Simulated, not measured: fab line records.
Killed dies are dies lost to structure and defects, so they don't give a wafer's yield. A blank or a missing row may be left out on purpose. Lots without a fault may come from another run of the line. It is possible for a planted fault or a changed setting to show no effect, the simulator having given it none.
fab line records / flow nandHarc
record: lots: 12 wafers: 35 lastDay: 24
route steps=1159 shown A_SLIT@779 A_WL_FILL@809
lots untouched by any fault: they come from a run of this same line in which no faults occurred
startH: start of the lot's first displayed wafer, in hours after the record's first day / waitH: hours elapsed since this lot's preceding step / " the same as in the row above / L1.1+2: several wafers, shown together as one row / - no value, or no start was given / * or withheld: withheld / < > ~ a bound
route shown NAME@n: names a module that has steps shown in the file, with the first one's number in the route / usual: the fault-free wafers' mean and standard deviation / same: alike in all rows / chamber/n: place in a boat / sites: readings site by site / _std_site: the values' standard deviation / _edge_site: the outer-site mean with the inner-site mean subtracted / radiusMm: for every site, how far away it sits from the centre of the wafer / mask NAME#n: copy n / behind: the tool/chamber that last shaped the wafer / hold: why the lot was held/for how many hours/how that ended / device: names the non-switching transistor (n, p or np) / end of line: the route-end tests of the same wafers / where a step has no rows: the recipe by itself / killed: at the first sort, the dies lost to defects and structure; wafer yield is something else / map: the dies of a wafer, with x for killed, . for not killed, _ for no die there
set.NAME: the setting the step ran with; set.NAME@STEP: the setting that earlier step ran with / model.NAME: the simulator's own value behind a step, which no gauge read
the route's steps for a sample of lots (tables are steps, rows are wafers)
services: from which hour (startH, from the record's first day; less than 0 if before it) a tool's chamber was out of use, for how many hours, and why
== steps ==
step: NHARC_A_SLIT_DEP_25
recipe: targetThkA: 2000 tempC: 400 pressureTorr: 6.5 rfW: 900 teosFlowSccm: 161.4 flowSccm: 2650 targetThkNm: 200 gas: O2 material: SiO2
usual: chamberPressureTorr: 6.499/0.015 heaterPowerW: 528/72 susceptorTempC: 400.05/0.23 throttleValvePct: 15.9/0.52
lot.wafer=L132.1 tool=pecvd-02 chamber=2 startH=314.88 waitH=0.1 chamberPressureTorr=6.500 heaterPowerW=589 susceptorTempC=400.08 throttleValvePct=14.6
lot.wafer=L132.5 tool=pecvd-02 chamber=0 startH=314.88 waitH=0.1 chamberPressureTorr=6.494 heaterPowerW=516 susceptorTempC=399.84 throttleValvePct=16.8
lot.wafer=L132.4 tool=pecvd-02 chamber=2 startH=314.88 waitH=0.1 chamberPressureTorr=6.497 heaterPowerW=610 susceptorTempC=400.05 throttleValvePct=14.9
lot.wafer=L134.3 tool=pecvd-03 chamber=0 startH=340.75 waitH=0.3 chamberPressureTorr=6.472 heaterPowerW=476 susceptorTempC=399.98 throttleValvePct=16.2
lot.wafer=L134.4 tool=pecvd-03 chamber=2 startH=340.75 waitH=0.3 chamberPressureTorr=6.511 heaterPowerW=433 susceptorTempC=400.36 throttleValvePct=15.6
lot.wafer=L134.5 tool=pecvd-03 chamber=2 startH=340.75 waitH=0.3 chamberPressureTorr=6.497 heaterPowerW=438 susceptorTempC=400.13 throttleValvePct=15.5
lot.wafer=L136.1 tool=pecvd-04 chamber=1 startH=340.83 waitH=0.4 chamberPressureTorr=6.513 heaterPowerW=499 susceptorTempC=400.04 throttleValvePct=15.4
lot.wafer=L136.2 tool=pecvd-04 chamber=2 startH=340.83 waitH=0.4 chamberPressureTorr=6.491 heaterPowerW=465 susceptorTempC=400.04 throttleValvePct=16.0
lot.wafer=L136.6 tool=pecvd-04 chamber=1 startH=340.83 waitH=0.4 chamberPressureTorr=6.483 heaterPowerW=505 susceptorTempC=400.01 throttleValvePct=15.8
lot.wafer=L135.4 tool=pecvd-03 chamber=0 startH=341.10 waitH=0.7 chamberPressureTorr=6.499 heaterPowerW=401 susceptorTempC=400.14 throttleValvePct=16.3
lot.wafer=L135.6 tool=pecvd-03 chamber=0 startH=341.10 waitH=0.7 chamberPressureTorr=6.510 heaterPowerW=413 susceptorTempC=399.86 throttleValvePct=16.0
lot.wafer=L135.5 tool=pecvd-03 chamber=2 startH=341.10 waitH=0.7 chamberPressureTorr=6.518 heaterPowerW=431 susceptorTempC=399.90 throttleValvePct=15.6
lot.wafer=L139.3 tool=pecvd-04 chamber=0 startH=346.53 waitH=0.2 chamberPressureTorr=6.507 heaterPowerW=474 susceptorTempC=400.22 throttleValvePct=15.8
lot.wafer=L139.2 tool=pecvd-04 chamber=1 startH=346.53 waitH=0.2 chamberPressureTorr=6.488 heaterPowerW=537 susceptorTempC=400.02 throttleValvePct=15.7
lot.wafer=L139.5 tool=pecvd-04 chamber=2 startH=346.53 waitH=0.2 chamberPressureTorr=6.480 heaterPowerW=484 susceptorTempC=400.10 throttleValvePct=16.1
lot.wafer=L137.2 tool=pecvd-02 chamber=2 startH=360.23 waitH=0.1 chamberPressureTorr=6.535 heaterPowerW=648 susceptorTempC=400.15 throttleValvePct=14.9
lot.wafer=L137.4 tool=pecvd-02 chamber=1 startH=360.23 waitH=0.1 chamberPressureTorr=6.492 heaterPowerW=565 susceptorTempC=400.09 throttleValvePct=16.5
lot.wafer=L137.6 tool=pecvd-02 chamber=2 startH=360.23 waitH=0.1 chamberPressureTorr=6.509 heaterPowerW=650 susceptorTempC=400.05 throttleValvePct=14.9
lot.wafer=L141.3 tool=pecvd-02 chamber=2 startH=369.99 waitH=0.1 chamberPressureTorr=6.503 heaterPowerW=740 susceptorTempC=400.09 throttleValvePct=14.9
lot.wafer=L141.1 tool=pecvd-02 chamber=0 startH=369.99 waitH=0.1 chamberPressureTorr=6.485 heaterPowerW=518 susceptorTempC=400.03 throttleValvePct=16.0
lot.wafer=L141.5 tool=pecvd-02 chamber=2 startH=369.99 waitH=0.1 chamberPressureTorr=6.515 heaterPowerW=553 susceptorTempC=400.13 throttleValvePct=15.2
lot.wafer=L142.5 tool=pecvd-02 chamber=1 startH=383.26 waitH=0.2 chamberPressureTorr=6.472 heaterPowerW=561 susceptorTempC=400.22 throttleValvePct=16.4
lot.wafer=L142.4 tool=pecvd-02 chamber=0 startH=383.26 waitH=0.2 chamberPressureTorr=6.518 heaterPowerW=644 susceptorTempC=400.16 throttleValvePct=16.5
lot.wafer=L151.2 tool=pecvd-02 chamber=1 startH=414.90 waitH=0.2 chamberPressureTorr=6.520 heaterPowerW=563 susceptorTempC=400.09 throttleValvePct=16.8
lot.wafer=L151.6 tool=pecvd-02 chamber=2 startH=414.90 waitH=0.2 chamberPressureTorr=6.471 heaterPowerW=635 susceptorTempC=400.14 throttleValvePct=15.3
lot.wafer=L151.4 tool=pecvd-02 chamber=1 startH=414.90 waitH=0.2 chamberPressureTorr=6.495 heaterPowerW=570 susceptorTempC=400.35 throttleValvePct=16.8
lot.wafer=L153.2 tool=pecvd-02 chamber=1 startH=436.19 waitH=0.1 chamberPressureTorr=6.495 heaterPowerW=555 susceptorTempC=400.37 throttleValvePct=16.7
lot.wafer=L153.6 tool=pecvd-02 chamber=1 startH=436.19 waitH=0.1 chamberPressureTorr=6.518 heaterPowerW=570 susceptorTempC=399.81 throttleValvePct=17.0
lot.wafer=L153.4 tool=pecvd-02 chamber=2 startH=436.19 waitH=0.1 chamberPressureTorr=6.494 heaterPowerW=655 susceptorTempC=400.01 throttleValvePct=14.7
lot.wafer=L154.3 tool=pecvd-03 chamber=2 startH=436.20 waitH=0.1 chamberPressureTorr=6.510 heaterPowerW=552 susceptorTempC=399.94 throttleValvePct=15.9
lot.wafer=L154.1 tool=pecvd-03 chamber=1 startH=436.20 waitH=0.1 chamberPressureTorr=6.506 heaterPowerW=512 susceptorTempC=400.26 throttleValvePct=15.6
lot.wafer=L154.5 tool=pecvd-03 chamber=0 startH=436.20 waitH=0.1 chamberPressureTorr=6.509 heaterPowerW=435 susceptorTempC=399.77 throttleValvePct=16.4
lot.wafer=L155.2 tool=pecvd-02 chamber=2 startH=461.63 waitH=0.1 chamberPressureTorr=6.507 heaterPowerW=615 susceptorTempC=400.09 throttleValvePct=15.1
lot.wafer=L155.3 tool=pecvd-02 chamber=0 startH=461.63 waitH=0.1 chamberPressureTorr=6.514 heaterPowerW=572 susceptorTempC=399.77 throttleValvePct=16.7
lot.wafer=L155.1 tool=pecvd-02 chamber=1 startH=461.63 waitH=0.1 chamberPressureTorr=6.514 heaterPowerW=580 susceptorTempC=399.79 throttleValvePct=16.9
step: NHARC_A_SLIT_ETCH_17
recipe: biasV: 900 sourceW: withheld pressureMtorr: 20 arFlowSccm: 375 c4f8FlowSccm: 83.3 o2FlowSccm: 41.7 timeS: 1687.5 targetDepthA: 1.01e+05 chemistry: C4F8/O2/Ar
usual: drypumpMotorCurrentA: 5.7/0.51 showerheadPlenumPTorr: 3.64/0.1 throttleValvePct: 32.045/0.0098
lot.wafer=L132.1 tool=harEtch-02 chamber=1 startH=319.54 waitH=- drypumpMotorCurrentA=5.2 rfHoursCounterH=170 showerheadPlenumPTorr=3.54 throttleValvePct=32.029
lot.wafer=L132.4 tool=harEtch-02 chamber=0 startH=319.54 waitH=- drypumpMotorCurrentA=6.3 rfHoursCounterH=- showerheadPlenumPTorr=3.78 throttleValvePct=32.045
lot.wafer=L132.5 tool=harEtch-02 chamber=1 startH=319.54 waitH=- drypumpMotorCurrentA=5.2 rfHoursCounterH=- showerheadPlenumPTorr=3.54 throttleValvePct=32.051
lot.wafer=L134.4 tool=harEtch-01 chamber=1 startH=350.28 waitH=- drypumpMotorCurrentA=5.3 rfHoursCounterH=- showerheadPlenumPTorr=3.57 throttleValvePct=32.058
lot.wafer=L134.3 tool=harEtch-01 chamber=0 startH=350.28 waitH=- drypumpMotorCurrentA=6.2 rfHoursCounterH=- showerheadPlenumPTorr=3.71 throttleValvePct=32.053
lot.wafer=L134.5 tool=harEtch-01 chamber=0 startH=350.28 waitH=- drypumpMotorCurrentA=6.2 rfHoursCounterH=- showerheadPlenumPTorr=3.71 throttleValvePct=32.049
lot.wafer=L136.1 tool=harEtch-02 chamber=1 startH=350.58 waitH=- drypumpMotorCurrentA=5.2 rfHoursCounterH=190 showerheadPlenumPTorr=3.53 throttleValvePct=32.045
lot.wafer=L136.2 tool=harEtch-02 chamber=0 startH=350.58 waitH=- drypumpMotorCurrentA=6.3 rfHoursCounterH=190 showerheadPlenumPTorr=3.77 throttleValvePct=32.058
lot.wafer=L136.6 tool=harEtch-02 chamber=0 startH=350.58 waitH=- drypumpMotorCurrentA=6.3 rfHoursCounterH=- showerheadPlenumPTorr=3.77 throttleValvePct=32.054
lot.wafer=L135.4 tool=harEtch-01 chamber=0 startH=352.25 waitH=- drypumpMotorCurrentA=6.2 rfHoursCounterH=- showerheadPlenumPTorr=3.71 throttleValvePct=32.060
lot.wafer=L135.5 tool=harEtch-01 chamber=1 startH=352.25 waitH=- drypumpMotorCurrentA=5.2 rfHoursCounterH=- showerheadPlenumPTorr=3.57 throttleValvePct=32.054
lot.wafer=L135.6 tool=harEtch-01 chamber=0 startH=352.25 waitH=- drypumpMotorCurrentA=6.1 rfHoursCounterH=- showerheadPlenumPTorr=3.71 throttleValvePct=32.040
lot.wafer=L139.2 tool=harEtch-02 chamber=1 startH=353.35 waitH=- drypumpMotorCurrentA=5.2 rfHoursCounterH=191 showerheadPlenumPTorr=3.53 throttleValvePct=32.060
lot.wafer=L139.3 tool=harEtch-02 chamber=1 startH=353.35 waitH=- drypumpMotorCurrentA=5.2 rfHoursCounterH=- showerheadPlenumPTorr=3.53 throttleValvePct=32.034
lot.wafer=L139.5 tool=harEtch-02 chamber=1 startH=353.35 waitH=- drypumpMotorCurrentA=5.2 rfHoursCounterH=- showerheadPlenumPTorr=3.53 throttleValvePct=32.043
lot.wafer=L137.2 tool=harEtch-01 chamber=1 startH=368.77 waitH=- drypumpMotorCurrentA=5.2 rfHoursCounterH=22 showerheadPlenumPTorr=3.57 throttleValvePct=32.035
lot.wafer=L137.4 tool=harEtch-01 chamber=0 startH=368.77 waitH=- drypumpMotorCurrentA=6.2 rfHoursCounterH=- showerheadPlenumPTorr=3.71 throttleValvePct=32.046
lot.wafer=L137.6 tool=harEtch-01 chamber=0 startH=368.77 waitH=- drypumpMotorCurrentA=6.2 rfHoursCounterH=- showerheadPlenumPTorr=3.71 throttleValvePct=32.043
lot.wafer=L141.1 tool=harEtch-01 chamber=1 startH=376.53 waitH=- drypumpMotorCurrentA=5.3 rfHoursCounterH=27 showerheadPlenumPTorr=3.57 throttleValvePct=32.053
lot.wafer=L141.3 tool=harEtch-01 chamber=0 startH=376.53 waitH=- drypumpMotorCurrentA=6.1 rfHoursCounterH=- showerheadPlenumPTorr=3.71 throttleValvePct=32.054
lot.wafer=L141.5 tool=harEtch-01 chamber=1 startH=376.53 waitH=- drypumpMotorCurrentA=5.3 rfHoursCounterH=- showerheadPlenumPTorr=3.56 throttleValvePct=32.033
lot.wafer=L142.4 tool=harEtch-02 chamber=0 startH=387.74 waitH=- drypumpMotorCurrentA=6.3 rfHoursCounterH=- showerheadPlenumPTorr=3.76 throttleValvePct=32.039
lot.wafer=L142.5 tool=harEtch-02 chamber=0 startH=387.74 waitH=- drypumpMotorCurrentA=6.3 rfHoursCounterH=- showerheadPlenumPTorr=3.76 throttleValvePct=32.042
lot.wafer=L151.2 tool=harEtch-01 chamber=0 startH=425.13 waitH=- drypumpMotorCurrentA=6.2 rfHoursCounterH=49 showerheadPlenumPTorr=3.69 throttleValvePct=32.029
lot.wafer=L151.4 tool=harEtch-01 chamber=1 startH=425.13 waitH=- drypumpMotorCurrentA=5.3 rfHoursCounterH=- showerheadPlenumPTorr=3.55 throttleValvePct=32.051
lot.wafer=L151.6 tool=harEtch-01 chamber=0 startH=425.13 waitH=- drypumpMotorCurrentA=6.2 rfHoursCounterH=- showerheadPlenumPTorr=3.69 throttleValvePct=32.041
lot.wafer=L153.2 tool=harEtch-02 chamber=1 startH=441.48 waitH=- drypumpMotorCurrentA=5.2 rfHoursCounterH=229 showerheadPlenumPTorr=3.51 throttleValvePct=32.041
lot.wafer=L153.4 tool=harEtch-02 chamber=1 startH=441.48 waitH=- drypumpMotorCurrentA=5.2 rfHoursCounterH=- showerheadPlenumPTorr=3.51 throttleValvePct=32.047
lot.wafer=L153.6 tool=harEtch-02 chamber=1 startH=441.48 waitH=- drypumpMotorCurrentA=5.2 rfHoursCounterH=- showerheadPlenumPTorr=3.51 throttleValvePct=32.047
lot.wafer=L154.1 tool=harEtch-01 chamber=0 startH=442.16 waitH=- drypumpMotorCurrentA=6.1 rfHoursCounterH=56 showerheadPlenumPTorr=3.69 throttleValvePct=32.041
lot.wafer=L154.3 tool=harEtch-01 chamber=0 startH=442.16 waitH=- drypumpMotorCurrentA=6.1 rfHoursCounterH=- showerheadPlenumPTorr=3.69 throttleValvePct=32.044
lot.wafer=L154.5 tool=harEtch-01 chamber=1 startH=442.16 waitH=- drypumpMotorCurrentA=5.2 rfHoursCounterH=- showerheadPlenumPTorr=3.55 throttleValvePct=32.048
lot.wafer=L155.1 tool=harEtch-02 chamber=0 startH=467.20 waitH=- drypumpMotorCurrentA=6.3 rfHoursCounterH=236 showerheadPlenumPTorr=3.75 throttleValvePct=32.063
lot.wafer=L155.2 tool=harEtch-02 chamber=1 startH=467.20 waitH=- drypumpMotorCurrentA=5.2 rfHoursCounterH=236 showerheadPlenumPTorr=3.50 throttleValvePct=32.049
lot.wafer=L155.3 tool=harEtch-02 chamber=1 startH=467.20 waitH=- drypumpMotorCurrentA=5.2 rfHoursCounterH=- showerheadPlenumPTorr=3.50 throttleValvePct=32.062
step: NHARC_A_WL_FILL_ALD_00
recipe: targetThkA: 30 pulseTimeS: 3 aldCycles: 30 tempC: 300 material: Al2O3
usual: heaterPowerW: 460/52 precursorPulseHeightRel: 0.999/0.02 susceptorTempC: 299.98/0.18
same: pulseTimeS: 3
lot.wafer=L132.4 tool=aldHk-01 chamber=2 startH=329.70 waitH=0.1 heaterPowerW=415 precursorPulseHeightRel=0.979 susceptorTempC=299.89
lot.wafer=L132.1 tool=aldHk-01 chamber=0 startH=329.70 waitH=0.1 heaterPowerW=441 precursorPulseHeightRel=1.014 susceptorTempC=300.09
lot.wafer=L132.5 tool=aldHk-01 chamber=2 startH=329.70 waitH=0.1 heaterPowerW=416 precursorPulseHeightRel=1.017 susceptorTempC=299.99
lot.wafer=L134.3 tool=aldHk-02 chamber=2 startH=359.32 waitH=0.1 heaterPowerW=502 precursorPulseHeightRel=1.011 susceptorTempC=300.06
lot.wafer=L134.4 tool=aldHk-02 chamber=0 startH=359.32 waitH=0.1 heaterPowerW=427 precursorPulseHeightRel=0.994 susceptorTempC=299.87
lot.wafer=L134.5 tool=aldHk-02 chamber=3 startH=359.32 waitH=0.1 heaterPowerW=548 precursorPulseHeightRel=1.021 susceptorTempC=300.25
lot.wafer=L135.4 tool=aldHk-04 chamber=0 startH=359.43 waitH=0.1 heaterPowerW=500 precursorPulseHeightRel=0.992 susceptorTempC=300.19
lot.wafer=L135.6 tool=aldHk-04 chamber=2 startH=359.43 waitH=0.1 heaterPowerW=534 precursorPulseHeightRel=1.009 susceptorTempC=299.79
lot.wafer=L135.5 tool=aldHk-04 chamber=3 startH=359.43 waitH=0.1 heaterPowerW=450 precursorPulseHeightRel=0.973 susceptorTempC=300.23
lot.wafer=L136.1 tool=aldHk-01 chamber=0 startH=359.49 waitH=0.2 heaterPowerW=446 precursorPulseHeightRel=0.985 susceptorTempC=299.92
lot.wafer=L136.2 tool=aldHk-01 chamber=3 startH=359.49 waitH=0.2 heaterPowerW=439 precursorPulseHeightRel=0.970 susceptorTempC=300.04
lot.wafer=L136.6 tool=aldHk-01 chamber=0 startH=359.49 waitH=0.2 heaterPowerW=455 precursorPulseHeightRel=1.001 susceptorTempC=299.85
lot.wafer=L139.3 tool=aldHk-01 chamber=0 startH=364.16 waitH=0.1 heaterPowerW=449 precursorPulseHeightRel=0.993 susceptorTempC=299.97
lot.wafer=L139.2 tool=aldHk-01 chamber=1 startH=364.16 waitH=0.1 heaterPowerW=416 precursorPulseHeightRel=0.972 susceptorTempC=300.20
lot.wafer=L139.5 tool=aldHk-01 chamber=3 startH=364.16 waitH=0.1 heaterPowerW=425 precursorPulseHeightRel=0.981 susceptorTempC=300.20
lot.wafer=L137.2 tool=aldHk-02 chamber=1 startH=379.28 waitH=2.1 heaterPowerW=417 precursorPulseHeightRel=0.993 susceptorTempC=-
lot.wafer=L137.4 tool=aldHk-02 chamber=2 startH=379.28 waitH=2.1 heaterPowerW=512 precursorPulseHeightRel=0.995 susceptorTempC=-
lot.wafer=L137.6 tool=aldHk-02 chamber=1 startH=379.28 waitH=2.1 heaterPowerW=427 precursorPulseHeightRel=0.987 susceptorTempC=-
lot.wafer=L141.1 tool=aldHk-02 chamber=0 startH=386.78 waitH=0.1 heaterPowerW=410 precursorPulseHeightRel=0.973 susceptorTempC=300.24
lot.wafer=L141.3 tool=aldHk-02 chamber=1 startH=386.78 waitH=0.1 heaterPowerW=415 precursorPulseHeightRel=0.984 susceptorTempC=299.95
lot.wafer=L141.5 tool=aldHk-02 chamber=0 startH=386.78 waitH=0.1 heaterPowerW=407 precursorPulseHeightRel=0.976 susceptorTempC=299.98
lot.wafer=L142.4 tool=aldHk-01 chamber=3 startH=397.97 waitH=0.1 heaterPowerW=424 precursorPulseHeightRel=1.014 susceptorTempC=-
lot.wafer=L142.5 tool=aldHk-01 chamber=3 startH=397.97 waitH=0.1 heaterPowerW=435 precursorPulseHeightRel=1.029 susceptorTempC=-
lot.wafer=L151.2 tool=aldHk-04 chamber=2 startH=433.27 waitH=0.2 heaterPowerW=551 precursorPulseHeightRel=1.007 susceptorTempC=300.10
lot.wafer=L151.4 tool=aldHk-04 chamber=3 startH=433.27 waitH=0.2 heaterPowerW=455 precursorPulseHeightRel=0.962 susceptorTempC=299.57
lot.wafer=L151.6 tool=aldHk-04 chamber=2 startH=433.27 waitH=0.2 heaterPowerW=538 precursorPulseHeightRel=0.994 susceptorTempC=300.02
lot.wafer=L154.3 tool=aldHk-04 chamber=0 startH=452.34 waitH=0.5 heaterPowerW=508 precursorPulseHeightRel=0.962 susceptorTempC=300.15
lot.wafer=L154.1 tool=aldHk-04 chamber=1 startH=452.34 waitH=0.5 heaterPowerW=419 precursorPulseHeightRel=0.991 susceptorTempC=300.22
lot.wafer=L154.5 tool=aldHk-04 chamber=1 startH=452.34 waitH=0.5 heaterPowerW=427 precursorPulseHeightRel=1.014 susceptorTempC=300.03
lot.wafer=L153.2 tool=aldHk-04 chamber=1 startH=452.54 waitH=0.7 heaterPowerW=421 precursorPulseHeightRel=1.018 susceptorTempC=299.98
lot.wafer=L153.4 tool=aldHk-04 chamber=3 startH=452.54 waitH=0.7 heaterPowerW=452 precursorPulseHeightRel=0.965 susceptorTempC=299.94
lot.wafer=L153.6 tool=aldHk-04 chamber=0 startH=452.54 waitH=0.7 heaterPowerW=512 precursorPulseHeightRel=0.978 susceptorTempC=300.29
lot.wafer=L155.2 tool=aldHk-04 chamber=0 startH=475.91 waitH=0.1 heaterPowerW=505 precursorPulseHeightRel=0.980 susceptorTempC=-
lot.wafer=L155.3 tool=aldHk-04 chamber=1 startH=475.91 waitH=0.1 heaterPowerW=425 precursorPulseHeightRel=1.003 susceptorTempC=-
lot.wafer=L155.1 tool=aldHk-04 chamber=3 startH=475.91 waitH=0.1 heaterPowerW=461 precursorPulseHeightRel=0.990 susceptorTempC=-
step: NHARC_A_WL_FILL_ETCHBACK_04
recipe: targetDepthA: 600 timeS: 120 chemistry: NF3
usual: drypumpMotorCurrentA: 5.5/0.55 oesProductAu: 1.003/0.0095 runLengthS: 141.1/0.48
lot.wafer=L132.1 tool=rieMetal-02 chamber=1 startH=336.63 waitH=2.9 drypumpMotorCurrentA=4.7 oesProductAu=1.002 rfHoursCounterH=3.6 runLengthS=141.3
lot.wafer=L132.4 tool=rieMetal-02 chamber=0 startH=336.63 waitH=2.9 drypumpMotorCurrentA=5.4 oesProductAu=1.004 rfHoursCounterH=- runLengthS=141.8
lot.wafer=L132.5 tool=rieMetal-02 chamber=0 startH=336.63 waitH=2.9 drypumpMotorCurrentA=5.5 oesProductAu=1.004 rfHoursCounterH=- runLengthS=141.8
lot.wafer=L134.4 tool=rieMetal-03 chamber=0 startH=366.64 waitH=1.9 drypumpMotorCurrentA=5.3 oesProductAu=1.007 rfHoursCounterH=- runLengthS=140.9
lot.wafer=L134.3 tool=rieMetal-03 chamber=1 startH=366.64 waitH=1.9 drypumpMotorCurrentA=5.6 oesProductAu=1.005 rfHoursCounterH=- runLengthS=140.8
lot.wafer=L134.5 tool=rieMetal-03 chamber=0 startH=366.64 waitH=1.9 drypumpMotorCurrentA=5.3 oesProductAu=0.996 rfHoursCounterH=- runLengthS=141.0
lot.wafer=L135.4 tool=rieMetal-02 chamber=0 startH=367.29 waitH=2.0 drypumpMotorCurrentA=5.5 oesProductAu=0.999 rfHoursCounterH=- runLengthS=141.9
lot.wafer=L135.6 tool=rieMetal-02 chamber=0 startH=367.29 waitH=2.0 drypumpMotorCurrentA=5.4 oesProductAu=0.998 rfHoursCounterH=- runLengthS=141.7
lot.wafer=L135.5 tool=rieMetal-02 chamber=1 startH=367.29 waitH=2.0 drypumpMotorCurrentA=4.8 oesProductAu=1.003 rfHoursCounterH=- runLengthS=141.2
lot.wafer=L136.2 tool=rieMetal-01 chamber=0 startH=369.42 waitH=2.9 drypumpMotorCurrentA=6.0 oesProductAu=1.023 rfHoursCounterH=0.7 runLengthS=140.8
lot.wafer=L136.1 tool=rieMetal-01 chamber=1 startH=369.42 waitH=2.9 drypumpMotorCurrentA=6.5 oesProductAu=1.012 rfHoursCounterH=0.7 runLengthS=141.1
lot.wafer=L136.6 tool=rieMetal-01 chamber=0 startH=369.42 waitH=2.9 drypumpMotorCurrentA=6.0 oesProductAu=1.023 rfHoursCounterH=- runLengthS=140.5
lot.wafer=L139.2 tool=rieMetal-03 chamber=1 startH=370.95 waitH=2.9 drypumpMotorCurrentA=5.6 oesProductAu=1.003 rfHoursCounterH=1.9 runLengthS=141.3
lot.wafer=L139.3 tool=rieMetal-03 chamber=0 startH=370.95 waitH=2.9 drypumpMotorCurrentA=5.3 oesProductAu=1.000 rfHoursCounterH=- runLengthS=141.0
lot.wafer=L139.5 tool=rieMetal-03 chamber=0 startH=370.95 waitH=2.9 drypumpMotorCurrentA=5.3 oesProductAu=0.996 rfHoursCounterH=- runLengthS=140.6
lot.wafer=L137.2 tool=rieMetal-02 chamber=0 startH=386.24 waitH=2.4 drypumpMotorCurrentA=5.5 oesProductAu=1.011 rfHoursCounterH=5.4 runLengthS=141.7
lot.wafer=L137.4 tool=rieMetal-02 chamber=0 startH=386.24 waitH=2.4 drypumpMotorCurrentA=5.5 oesProductAu=1.004 rfHoursCounterH=- runLengthS=141.7
lot.wafer=L137.6 tool=rieMetal-02 chamber=0 startH=386.24 waitH=2.4 drypumpMotorCurrentA=5.4 oesProductAu=0.994 rfHoursCounterH=- runLengthS=141.9
lot.wafer=L141.1 tool=rieMetal-02 chamber=0 startH=404.41 waitH=2.3 drypumpMotorCurrentA=5.5 oesProductAu=1.007 rfHoursCounterH=0.0 runLengthS=142.0
lot.wafer=L141.3 tool=rieMetal-02 chamber=0 startH=404.41 waitH=2.3 drypumpMotorCurrentA=5.5 oesProductAu=1.006 rfHoursCounterH=- runLengthS=142.4
lot.wafer=L141.5 tool=rieMetal-02 chamber=0 startH=404.41 waitH=2.3 drypumpMotorCurrentA=5.5 oesProductAu=1.000 rfHoursCounterH=- runLengthS=142.4
lot.wafer=L142.4 tool=rieMetal-03 chamber=0 startH=407.92 waitH=2.0 drypumpMotorCurrentA=5.4 oesProductAu=1.005 rfHoursCounterH=- runLengthS=155.7
lot.wafer=L142.5 tool=rieMetal-03 chamber=0 startH=407.92 waitH=2.0 drypumpMotorCurrentA=5.3 oesProductAu=1.003 rfHoursCounterH=- runLengthS=140.6
lot.wafer=L151.2 tool=rieMetal-01 chamber=0 startH=446.70 waitH=4.3 drypumpMotorCurrentA=6.0 oesProductAu=1.026 rfHoursCounterH=2.7 runLengthS=140.9
lot.wafer=L151.4 tool=rieMetal-01 chamber=1 startH=446.70 waitH=4.3 drypumpMotorCurrentA=6.5 oesProductAu=1.000 rfHoursCounterH=- runLengthS=141.1
lot.wafer=L151.6 tool=rieMetal-01 chamber=1 startH=446.70 waitH=4.3 drypumpMotorCurrentA=6.5 oesProductAu=1.008 rfHoursCounterH=- runLengthS=141.5
lot.wafer=L154.1 tool=rieMetal-02 chamber=1 startH=458.33 waitH=2.8 drypumpMotorCurrentA=4.7 oesProductAu=0.983 rfHoursCounterH=1.7 runLengthS=141.0
lot.wafer=L154.3 tool=rieMetal-02 chamber=0 startH=458.33 waitH=2.8 drypumpMotorCurrentA=5.5 oesProductAu=1.011 rfHoursCounterH=- runLengthS=141.6
lot.wafer=L154.5 tool=rieMetal-02 chamber=1 startH=458.33 waitH=2.8 drypumpMotorCurrentA=4.7 oesProductAu=0.993 rfHoursCounterH=- runLengthS=140.9
lot.wafer=L153.2 tool=rieMetal-01 chamber=0 startH=458.86 waitH=2.9 drypumpMotorCurrentA=6.0 oesProductAu=1.013 rfHoursCounterH=3.7 runLengthS=140.5
lot.wafer=L153.4 tool=rieMetal-01 chamber=0 startH=458.86 waitH=2.9 drypumpMotorCurrentA=6.0 oesProductAu=1.023 rfHoursCounterH=- runLengthS=140.8
lot.wafer=L153.6 tool=rieMetal-01 chamber=0 startH=458.86 waitH=2.9 drypumpMotorCurrentA=6.0 oesProductAu=1.012 rfHoursCounterH=- runLengthS=140.9
lot.wafer=L155.2 tool=rieMetal-02 chamber=0 startH=482.96 waitH=2.8 drypumpMotorCurrentA=5.5 oesProductAu=0.995 rfHoursCounterH=2.3 runLengthS=141.9
lot.wafer=L155.1 tool=rieMetal-02 chamber=1 startH=482.96 waitH=2.8 drypumpMotorCurrentA=4.7 oesProductAu=0.999 rfHoursCounterH=2.3 runLengthS=140.7
lot.wafer=L155.3 tool=rieMetal-02 chamber=0 startH=482.96 waitH=2.8 drypumpMotorCurrentA=5.5 oesProductAu=1.011 rfHoursCounterH=- runLengthS=141.6
== services ==
tool=pecvd-03 chamber=- startH=292.35 hours=13.0 kind=pm
tool=harEtch-02 chamber=- startH=293.99 hours=3.9 kind=repair
tool=harEtch-01 chamber=- startH=308.44 hours=17.0 kind=pm
tool=rieMetal-01 chamber=- startH=332.00 hours=9.0 kind=pm
tool=pecvd-02 chamber=- startH=334.32 hours=13.0 kind=pm
tool=pecvd-02 chamber=0 startH=334.32 hours=13.0 kind=ventCycle
tool=pecvd-02 chamber=1 startH=334.32 hours=13.0 kind=ventCycle
tool=pecvd-02 chamber=2 startH=334.32 hours=13.0 kind=ventCycle
tool=pecvd-03 chamber=- startH=336.87 hours=1.7 kind=repair
tool=harEtch-01 chamber=- startH=342.14 hours=3.5 kind=repair
tool=pecvd-02 chamber=0 startH=347.32 hours=- kind=clean
tool=pecvd-02 chamber=1 startH=347.32 hours=- kind=clean
tool=harEtch-02 chamber=- startH=357.87 hours=6.0 kind=repair
tool=aldHk-04 chamber=- startH=364.00 hours=10.0 kind=pm
tool=pecvd-04 chamber=- startH=376.27 hours=13.0 kind=pm
tool=rieMetal-01 chamber=1 startH=379.89 hours=15.7 kind=repair
tool=rieMetal-02 chamber=- startH=388.00 hours=9.0 kind=pm
tool=pecvd-04 chamber=0 startH=394.79 hours=4.1 kind=repair
tool=aldHk-01 chamber=- startH=407.92 hours=10.0 kind=pm
tool=pecvd-04 chamber=0 startH=424.00 hours=3.4 kind=repair
tool=rieMetal-03 chamber=1 startH=444.02 hours=4.8 kind=repair
tool=rieMetal-03 chamber=- startH=453.15 hours=9.0 kind=pm
tool=aldHk-02 chamber=- startH=461.17 hours=10.0 kind=pm
tool=pecvd-03 chamber=- startH=473.39 hours=13.0 kind=pm
== key ==
firstSign: step: NHARC_A_WL_FILL_ETCHBACK_04 reading: runLengthS direction: up sigmas: 30 usual: * struck: *
effect none on later readings
metAt NHARC_A_WL_FILL_ETCHBACK_04
struckLots L142
struckWafers L142.4
testerLeftOut L142
notActingAt NHARC_A_SLIT_DEP_25,NHARC_A_SLIT_ETCH_17,NHARC_A_WL_FILL_ALD_00
onsetBetween 370.95 407.92
fault: kind: processParameterDrift tool: rieMetal-03 chamber: - onsetH: 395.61 steps: NHARC_A_WL_FILL_ETCHBACK_04 channel: timeS offset: * shape: step endH: 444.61 scope: struckWafersOnly actsIn: * stated: *
testerLeftOut: of these lots the tester's yield and bins aren't shown, on N5 and GAA mostly nor the transistor test; their killed dies are dies lost to structure and defects alone, not to doping, threshold or leakage, so they don't give the yield
